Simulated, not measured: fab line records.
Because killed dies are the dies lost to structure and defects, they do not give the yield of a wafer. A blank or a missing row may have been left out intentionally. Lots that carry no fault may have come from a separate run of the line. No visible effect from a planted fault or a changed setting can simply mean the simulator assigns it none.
One fault seen from 2 desks || flow n5-finfet || each desk has only its own numbers; what lay behind them comes last

FROM THE METROLOGY DESK
What the gauges read for every lot (on any tool): the sampled wafers with a number, averaged. A lot is out of limits, marked OUT, if its mean lies more than 4 standard deviations from the usual mean; the brackets give that distance. Readings shown: 7 of its 10, picked as those furthest out on some lot.
Columns: A = IOFF_N at N5_BEOL_M4_RC_MEAS_101, usual 0.15 nA/um; B = IOFF_P at N5_BEOL_M4_RC_MEAS_101, usual 0.19 nA/um; C = ION_N at N5_BEOL_M4_RC_MEAS_101, usual 668 uA/um; D = ION_P at N5_BEOL_M4_RC_MEAS_101, usual 455 uA/um; E = SS_N at N5_BEOL_M4_RC_MEAS_101, usual 71.5 mV/dec; F = VT_N at N5_BEOL_M4_RC_MEAS_101, usual 251 mV; G = VT_P at N5_BEOL_M4_RC_MEAS_101, usual -253 mV
{"lot": "L187", "first seen here": "day 10 00:03", "A": 0.18, "B": 0.23, "C": 684, "D": 470, "E": 71.9, "F": 247, "G": -248}
{"lot": "L197", "first seen here": "day 13 10:04", "A": 0.17, "B": 0.19, "C": 682, "D": 466, "E": 71.3, "F": 248, "G": -251}
{"lot": "L196", "first seen here": "day 13 16:31", "A": 0.16, "B": 0.19, "C": 667, "D": 452, "E": 71.6, "F": 251, "G": -253}
{"lot": "L201", "first seen here": "day 14 01:40", "A": 0.16, "B": 0.19, "C": 675, "D": 456, "E": 71.1, "F": 251, "G": -253}
{"lot": "L204", "first seen here": "day 14 13:49", "A": 0.20, "B": 0.25, "C": 682, "D": 465, "E": 72.4, "F": 247, "G": -247}
This desk's finding: nothing out of limits on any of the 5 lots.

THE TOOL OWNER'S DESK: litho-track-04
The tool's own readings at N5_BEOL_M0_CUTY_COAT_51 (resist thk 150 nm): means of the sampled wafers that have a number, for each lot that ran on this tool. A lot is out of limits, marked OUT, if its mean lies more than 4 standard deviations from the usual mean; the brackets give that distance.
Columns: A = spin-speed-rpm at N5_BEOL_M0_CUTY_COAT_51, usual 1500.1 rpm
{"lot": "L187", "first seen here": "day 6 16:47", "A": 1498.9}
{"lot": "L196", "first seen here": "day 9 07:02", "A": "1627.4 (+99 or more) OUT"}
{"lot": "L197", "first seen here": "day 9 12:08", "A": "1626.8 (+99 or more) OUT"}
{"lot": "L201", "first seen here": "day 10 05:17", "A": "1628.1 (+99 or more) OUT"}
This desk finds L196, L197, L201 out of limits, L196 being first, at day 9 07:02 (spin-speed-rpm at N5_BEOL_M0_CUTY_COAT_51). In limits: L187.

TAKEN TOGETHER
On L196, L197, L201, at day 9 07:02, an alarm was possible from the tool owner's desk.
Metrology desk: nothing out of limits seen.
The metrology desk holds a record of L196, L197, L201, inside its limits.
The lots listed all ran N5_BEOL_M0_CUTY_COAT_51 on litho-track-04.

WHAT WAS PUT IN BY THE SIMULATOR
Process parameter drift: litho-track-04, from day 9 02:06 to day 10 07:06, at N5_BEOL_M0_CUTY_COAT_51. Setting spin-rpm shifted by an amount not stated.
Lots struck among those shown: L196, L197, L201.
Each desk's first reading out of limits, in hours after the fault started: the tool owner's desk, 5.
